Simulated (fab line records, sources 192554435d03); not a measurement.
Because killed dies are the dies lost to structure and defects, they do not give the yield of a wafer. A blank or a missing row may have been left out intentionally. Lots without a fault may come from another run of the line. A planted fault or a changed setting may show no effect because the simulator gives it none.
Which of the tools did it?    flow n5-finfet    72 wafers from 24 lots sampled at 4 of the route's 1938 steps

== WHAT THE GAUGES SHOWED, per wafer ==
N5_BEOL_M4_THK_MEAS_53: measures by xrf. Usual: M4_THK typically reads 40.3 nm, with standard deviation 1.3.
lot   measured      on             M4_THK (nm)     flag
L074  day 7 19:32   film-metro-02  40.8 41.8 39.8  
L075  day 8 01:14   film-metro-02  39.0 41.2 41.0  
L076  day 8 02:06   film-metro-01  40.4 38.7 39.0  
L077  day 8 20:49   film-metro-01  39.6 38.2 39.3  
L078  day 8 19:11   film-metro-01  42.2 40.8 40.7  
L079  day 9 01:04   film-metro-01  39.1 38.9 41.0  
L080  day 9 07:05   film-metro-02  41.9 40.1 41.9  
L081  day 9 20:33   film-metro-02  39.3 37.6 38.9  
L082  day 10 10:59  film-metro-01  37.8 37.3 37.0  
L083  day 10 14:55  film-metro-01  40.2 39.1 38.5  
L084  day 10 18:10  film-metro-01  41.8 39.8 40.1  
L085  day 11 19:14  film-metro-02  38.6 39.7 40.0  
L086  day 11 19:17  film-metro-01  39.8 38.6 40.5  
L087  day 11 15:59  film-metro-02  41.8 40.4 40.8  
L088  day 11 21:20  film-metro-01  41.1 40.4 40.8  
L089  day 12 03:05  film-metro-02  41.9 42.3 41.9  
L090  day 11 22:28  film-metro-02  40.4 38.1 40.1  
L092  day 12 20:25  film-metro-01  42.6 41.2 41.4  
L091  day 12 23:30  film-metro-02  40.1 38.6 39.5  
L093  day 13 01:12  film-metro-01  42.7 42.1 42.4  
L094  day 13 04:55  film-metro-02  40.8 39.7 40.4  
L095  day 13 05:32  film-metro-01  40.8 41.2 41.0  
L096  day 14 07:10  film-metro-02  40.6 40.4 39.7  
L097  day 14 10:09  film-metro-01  39.0 40.7 41.5  

== TOOL THAT RAN EACH LOT (tool first, then ch and the chambers of the sampled wafers, then the start) ==
lot   N5_BEOL_M4_ETCH_77                  N5_BEOL_M4_STRIP_97                            N5_BEOL_M4_SPUTTER_92
L074  rie-diel-06 ch 0,1,3, day 7 10:54   rie-diel-06 ch 1,3, day 7 18:04 or earlier     pvd-sputter-02, day 7 18:04
L075  rie-diel-02 ch 0,1,3, day 7 14:48   rie-diel-02 ch 0,1,3, day 8 00:00 or earlier   pvd-sputter-01, day 8 00:00
L076  rie-diel-02 ch 0,1,2, day 7 20:22   rie-diel-01 ch 1,2, day 8 00:52 or earlier     pvd-sputter-03, day 8 00:52
L077  rie-diel-06 ch 0,2,3, day 8 03:04   rie-diel-02 ch 0,2, day 8 19:33 or earlier     pvd-sputter-02, day 8 19:33
L078  rie-diel-01 ch 2,3, day 8 07:20     rie-diel-06 ch 0,2,3, day 8 17:56 or earlier   pvd-sputter-03, day 8 17:56
L079  rie-diel-01 ch 1,2, day 8 13:43     rie-diel-06 ch 0,3, day 8 23:38 or earlier     pvd-sputter-01, day 8 23:38
L080  rie-diel-06 ch 0,1,2, day 9 01:32   rie-diel-06 ch 0,1,2, day 9 05:52 or earlier   pvd-sputter-03, day 9 05:52
L081  rie-diel-01 ch 0,1,2, day 9 08:46   rie-diel-06 ch 2,3, day 9 19:19 or earlier     pvd-sputter-01, day 9 19:19
L082  rie-diel-01 ch 0,1,2, day 10 01:25  rie-diel-02 ch 1,3, day 10 09:45 or earlier    pvd-sputter-01, day 10 09:45
L083  rie-diel-01 ch 0,1, day 10 06:23    rie-diel-06 ch 1,3, day 10 13:37 or earlier    pvd-sputter-03, day 10 13:37
L084  rie-diel-02 ch 1,2,3, day 10 08:33  rie-diel-02 ch 1,2,3, day 10 16:51 or earlier  pvd-sputter-02, day 10 16:51
L085  rie-diel-01 ch 1,3, day 10 19:58    rie-diel-02 ch 0,1, day 11 18:01 or earlier    pvd-sputter-01, day 11 18:01
L086  rie-diel-02 ch 0,1,3, day 11 06:38  rie-diel-01 ch 0,2,3, day 11 18:04 or earlier  pvd-sputter-02, day 11 18:04
L087  rie-diel-02 ch 1,2, day 11 09:22    rie-diel-01 ch 2,3, day 11 14:38 or earlier    pvd-sputter-03, day 11 14:38
L088  rie-diel-02 ch 0,1,3, day 11 14:14  rie-diel-02 ch 1,3, day 11 19:54 or earlier    pvd-sputter-02, day 11 19:54
L089  rie-diel-02 ch 0,3, day 11 17:55    rie-diel-01 ch 2,3, day 12 01:20 or earlier    pvd-sputter-02, day 12 01:20
L090  rie-diel-06 ch 0,1,2, day 11 18:13  rie-diel-02 ch 0,1,3, day 11 21:08 or earlier  pvd-sputter-03, day 11 21:08
L092  rie-diel-06 ch 1,2,3, day 12 04:39  rie-diel-01 ch 0,1,3, day 12 19:11 or earlier  pvd-sputter-01, day 12 19:11
L091  rie-diel-02 ch 1,2,3, day 12 11:16  rie-diel-02 ch 0,1, day 12 22:11 or earlier    pvd-sputter-01, day 12 22:11
L093  rie-diel-01 ch 1,2,3, day 12 16:49  rie-diel-06 ch 0,2,3, day 12 23:58 or earlier  pvd-sputter-03, day 12 23:58
L094  rie-diel-06 ch 1,2,3, day 12 18:19  rie-diel-02 ch 0,1,2, day 13 03:42 or earlier  pvd-sputter-01, day 13 03:42
L095  rie-diel-02 ch 0,3, day 12 22:00    rie-diel-01 ch 0,3, day 13 04:19 or earlier    pvd-sputter-03, day 13 04:19
L096  rie-diel-06 ch 0,1,2, day 14 00:20  rie-diel-02 ch 1,2,3, day 14 05:56 or earlier  pvd-sputter-02, day 14 05:56
L097  rie-diel-01 ch 2,3, day 14 03:31    rie-diel-02 ch 0,1, day 14 08:55 or earlier    pvd-sputter-02, day 14 08:55
- N5_BEOL_M4_ETCH_77: etches underlayer in N2/H2, target depth 6.5 nm, time 5.2 s.
- N5_BEOL_M4_STRIP_97: strips in N2/H2, time 10 s.
- N5_BEOL_M4_SPUTTER_92: material Cu, target thk 4.5 nm, time 8.29 s.

== AS READ BY THE TOOLS THEMSELVES (means over the sampled wafers that have a number; for cases with no such wafer, the mark the record gives instead) ==
N5_BEOL_M4_ETCH_77. Usual: drypump-motor-current-A 5.7 A, standard deviation 0.33; etch-rf-on-time-s 5.15 s, standard deviation 0.074; oes-product-au 0.69 a.u., standard deviation 0.08; rf-vpp-V 523.7 V, standard deviation 2.5; showerhead-plenum-p-Torr 2.53 Torr, standard deviation 0.081; throttle-valve-pct 17.73 %, standard deviation 0.2.
lot   tool         drypump-motor-current-A (A)  etch-rf-on-time-s (s)  oes-product-au (a.u.)  rf-vpp-V (V)  showerhead-plenum-p-Torr (Torr)  throttle-valve-pct (%)  flag
L074  rie-diel-06  5.7                          5.24                   0.64                   525.0         2.55                             17.83                   
L075  rie-diel-02  5.6                          5.10                   0.68                   525.4         2.59                             17.66                   
L076  rie-diel-02  5.8                          5.11                   0.72                   523.6         2.54                             17.64                   
L077  rie-diel-06  5.7                          5.11                   0.70                   523.5         2.53                             17.82                   
L078  rie-diel-01  6.2                          5.12                   0.79                   522.1         2.49                             17.52                   
L079  rie-diel-01  5.6                          5.20                   0.69                   523.6         2.49                             17.73                   
L080  rie-diel-06  5.5                          5.07                   0.71                   525.0         2.57                             17.68                   
L081  rie-diel-01  5.5                          5.17                   0.71                   523.1         2.49                             17.82                   
L082  rie-diel-01  5.5                          5.23                   0.70                   523.1         2.49                             17.82                   
L083  rie-diel-01  5.3                          5.09                   0.74                   522.8         2.49                             17.89                   
L084  rie-diel-02  5.6                          5.20                   0.70                   523.3         2.53                             17.71                   
L085  rie-diel-01  6.1                          5.13                   0.71                   522.7         2.49                             17.83                   
L086  rie-diel-02  5.6                          5.08                   0.65                   524.5         2.58                             17.72                   
L087  rie-diel-02  5.8                          5.14                   0.72                   521.9         2.48                             17.67                   
L088  rie-diel-02  5.6                          5.14                   0.65                   524.6         2.58                             17.72                   
L089  rie-diel-02  5.7                          5.12                   0.60                   525.5         2.62                             17.73                   
L090  rie-diel-06  5.5                          5.23                   0.68                   524.4         2.56                             17.72                   
L092  rie-diel-06  5.8                          5.13                   0.74                   525.4         2.57                             17.68                   
L091  rie-diel-02  5.6                          5.14                   0.68                   523.4         2.52                             17.72                   
L093  rie-diel-01  5.9                          5.17                   0.75                   523.2         2.48                             17.68                   
L094  rie-diel-06  5.8                          5.18                   0.72                   523.8         2.57                             17.70                   
L095  rie-diel-02  5.4                          5.19                   0.60                   525.7         2.62                             17.77                   
L096  rie-diel-06  5.5                          5.14                   0.66                   524.7         2.55                             17.75                   
L097  rie-diel-01  6.2                          5.16                   0.73                   521.5         2.47                             17.59                   

N5_BEOL_M4_STRIP_97. Usual: drypump-motor-current-A 5.7 A, standard deviation 0.35; oes-product-au 0.81 a.u., standard deviation 0.089; rf-vpp-V 59.1 V, standard deviation 0.78; showerhead-plenum-p-Torr 2.52 Torr, standard deviation 0.084; throttle-valve-pct 23.53 %, standard deviation 0.18.
lot   tool         drypump-motor-current-A (A)  oes-product-au (a.u.)  rf-vpp-V (V)  showerhead-plenum-p-Torr (Torr)  throttle-valve-pct (%)  flag
L074  rie-diel-06  6.0                          0.70                   58.5          2.45                             23.77                   
L075  rie-diel-02  5.6                          0.79                   59.2          2.59                             23.45                   
L076  rie-diel-01  5.6                          0.82                   59.2          2.49                             23.50                   
L077  rie-diel-02  5.8                          0.82                   59.4          2.53                             23.50                   
L078  rie-diel-06  5.7                          0.82                   59.5          2.53                             23.68                   
L079  rie-diel-06  5.9                          0.73                   58.5          2.51                             23.89                   
L080  rie-diel-06  5.5                          0.83                   59.4          2.56                             23.43                   
L081  rie-diel-06  6.0                          0.76                   58.8          2.43                             23.82                   
L082  rie-diel-02  5.6                          0.83                   58.7          2.54                             23.48                   
L083  rie-diel-06  5.8                          0.71                   58.7          2.48                             23.54                   
L084  rie-diel-02  5.6                          0.81                   58.3          2.53                             23.49                   
L085  rie-diel-02  5.9                          0.80                   59.5          2.53                             23.52                   
L086  rie-diel-01  5.8                          0.88                   59.4          2.47                             23.43                   
L087  rie-diel-01  6.2                          0.88                   59.1          2.47                             23.37                   
L088  rie-diel-02  5.4                          0.76                   58.6          2.57                             23.48                   
L089  rie-diel-01  6.0                          0.85                   59.6          2.47                             23.36                   
L090  rie-diel-02  5.7                          0.74                   58.7          2.57                             23.50                   
L092  rie-diel-01  5.7                          0.91                   59.4          2.48                             23.58                   
L091  rie-diel-02  5.8                          0.74                   58.6          2.57                             23.52                   
L093  rie-diel-06  5.7                          0.87                   59.0          2.62                             23.61                   
L094  rie-diel-02  5.8                          0.79                   58.9          2.52                             23.53                   
L095  rie-diel-01  6.0                          0.89                   59.5          2.48                             23.47                   
L096  rie-diel-02  5.6                          0.78                   59.3          2.52                             23.54                   
L097  rie-diel-02  5.9                          0.73                   58.7          2.56                             23.54                   

N5_BEOL_M4_SPUTTER_92. Usual: chamber-pressure-pa 0.06999 Pa, standard deviation 0.00014; throttle-valve-pct 29.6 %, standard deviation 0.97.
lot   tool            chamber-pressure-pa (Pa)  throttle-valve-pct (%)  flag
L074  pvd-sputter-02  0.06980                   29.4                    
L075  pvd-sputter-01  0.07008                   29.9                    
L076  pvd-sputter-03  0.06999                   31.1                    
L077  pvd-sputter-02  0.07009                   29.2                    
L078  pvd-sputter-03  0.06986                   30.4                    
L079  pvd-sputter-01  0.06995                   29.6                    
L080  pvd-sputter-03  0.06999                   30.2                    
L081  pvd-sputter-01  0.06988                   29.5                    
L082  pvd-sputter-01  0.06988                   29.9                    
L083  pvd-sputter-03  0.07001                   30.3                    
L084  pvd-sputter-02  0.06990                   29.3                    
L085  pvd-sputter-01  0.07002                   29.5                    
L086  pvd-sputter-02  0.07006                   28.8                    
L087  pvd-sputter-03  0.06999                   30.2                    
L088  pvd-sputter-02  0.06995                   28.6                    
L089  pvd-sputter-02  0.07001                   28.8                    
L090  pvd-sputter-03  0.07001                   30.4                    
L092  pvd-sputter-01  0.07004                   29.6                    
L091  pvd-sputter-01  0.07003                   29.7                    
L093  pvd-sputter-03  0.07005                   30.4                    
L094  pvd-sputter-01  0.06993                   29.9                    
L095  pvd-sputter-03  0.06998                   29.7                    
L096  pvd-sputter-02  0.06983                   29.2                    
L097  pvd-sputter-02  0.06994                   28.7                    

== THE ANSWER, worked out from the rows above alone ==
Rule: lot off if the mean of its wafers having a number is beyond 3 standard deviations from the usual mean. Also off: a lot with no number at a reading for which 4 or more lots have one. Where the step has rows for the other lots, those lots are counted as sound. The gauges are gone through in route order, then the tools' own readings, and for those a lot's mean is taken as printed above. The first step at which some lot is off is used, and at that step the reading that is off furthest; a lot without a number counts as furthest.
No lot is off on any of the readings shown, so nothing can be concluded from this.

== WHAT THE SIMULATOR PUT IN ==
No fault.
